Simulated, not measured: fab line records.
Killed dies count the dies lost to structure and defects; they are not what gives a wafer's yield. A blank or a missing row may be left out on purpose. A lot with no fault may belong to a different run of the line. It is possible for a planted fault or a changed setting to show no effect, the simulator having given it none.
Shared-tool check || flow nandHarc || Sampled: 2 lots, 6 wafers

WHY THIS WAS OPENED
Flagged at NHARC_END_SORT_01: reading killedAtPeriphery, on 2 of 2 lots. Wafers without a fault read 3.0, standard deviation 2.5.
Rule: a lot is flagged in two cases, either no wafer of it has a number, or all its wafers with numbers fall more than 4 standard deviations from that mean. All remaining lots are regarded as sound.

{"lot": "L969", "measured": "day 21 21:32", "on": "prober-02", "killedAtPeriphery, wafer by wafer": "263 262 294", "flag": "FLAGGED"}
{"lot": "L970", "measured": "day 22 08:18", "on": "prober-01", "killedAtPeriphery, wafer by wafer": "277 272 294", "flag": "FLAGGED"}
Averaged over the flagged lots the numbers come to 277.0, +274.0 from the usual (+99 or more standard deviations).

EACH LOT AND THE TOOL IT RAN ON
The record holds 3 process steps before the reading, out of a route of 1159 steps. In each cell: the tool, then ch and the chambers that the sampled wafers went through, then the start.
{"lot": "L969", "flag": "FLAGGED", "NHARC_P_GATE_STRIP_95": "plasmaAsher-02 ch 0,1, day 7 21:55", "NHARC_P_CONTACT_DEP_30": "pecvd-04 ch 1,2, day 7 23:55", "NHARC_P_CONTACT_ETCH_35": "rieDiel-10 ch 0,2,3, day 8 01:53"}
{"lot": "L970", "flag": "FLAGGED", "NHARC_P_GATE_STRIP_95": "plasmaAsher-01 ch 0,1, day 7 21:23", "NHARC_P_CONTACT_DEP_30": "pecvd-01 ch 0,1,2, day 7 23:18", "NHARC_P_CONTACT_ETCH_35": "rieDiel-04 ch 0,1,2, day 8 01:05"}
What is done by these steps:
- NHARC_P_GATE_STRIP_95: strips in O2.
- NHARC_P_CONTACT_DEP_30: deposits SiNx, target thk 30 nm.
- NHARC_P_CONTACT_ETCH_35: etches the open film in CF4, target depth 39 nm, time 65 s.
- NHARC_END_SORT_01

FLAGGED AGAINST TOTAL, ONE TOOL AT A TIME (gauges that did the reading follow at the end)
{"step": "NHARC_P_GATE_STRIP_95", "tool": "plasmaAsher-01", "lots run": 1, "flagged": 1, "share of the flagged lots": "some", "sound lots run after its first flagged lot": 0}
{"step": "NHARC_P_GATE_STRIP_95", "tool": "plasmaAsher-02", "lots run": 1, "flagged": 1, "share of the flagged lots": "some", "sound lots run after its first flagged lot": 0}
{"step": "NHARC_P_CONTACT_DEP_30", "tool": "pecvd-01", "lots run": 1, "flagged": 1, "share of the flagged lots": "some", "sound lots run after its first flagged lot": 0}
{"step": "NHARC_P_CONTACT_DEP_30", "tool": "pecvd-04", "lots run": 1, "flagged": 1, "share of the flagged lots": "some", "sound lots run after its first flagged lot": 0}
{"step": "NHARC_P_CONTACT_ETCH_35", "tool": "rieDiel-04", "lots run": 1, "flagged": 1, "share of the flagged lots": "some", "sound lots run after its first flagged lot": 0}
{"step": "NHARC_P_CONTACT_ETCH_35", "tool": "rieDiel-10", "lots run": 1, "flagged": 1, "share of the flagged lots": "some", "sound lots run after its first flagged lot": 0}
{"step": "NHARC_END_SORT_01", "tool": "prober-01", "lots run": 1, "flagged": 1, "share of the flagged lots": "some", "sound lots run after its first flagged lot": 0}
{"step": "NHARC_END_SORT_01", "tool": "prober-02", "lots run": 1, "flagged": 1, "share of the flagged lots": "some", "sound lots run after its first flagged lot": 0}

WHAT THE TABLE PERMITS
No row of the table ran every flagged lot.

WHAT WAS PUT IN BY THE SIMULATOR
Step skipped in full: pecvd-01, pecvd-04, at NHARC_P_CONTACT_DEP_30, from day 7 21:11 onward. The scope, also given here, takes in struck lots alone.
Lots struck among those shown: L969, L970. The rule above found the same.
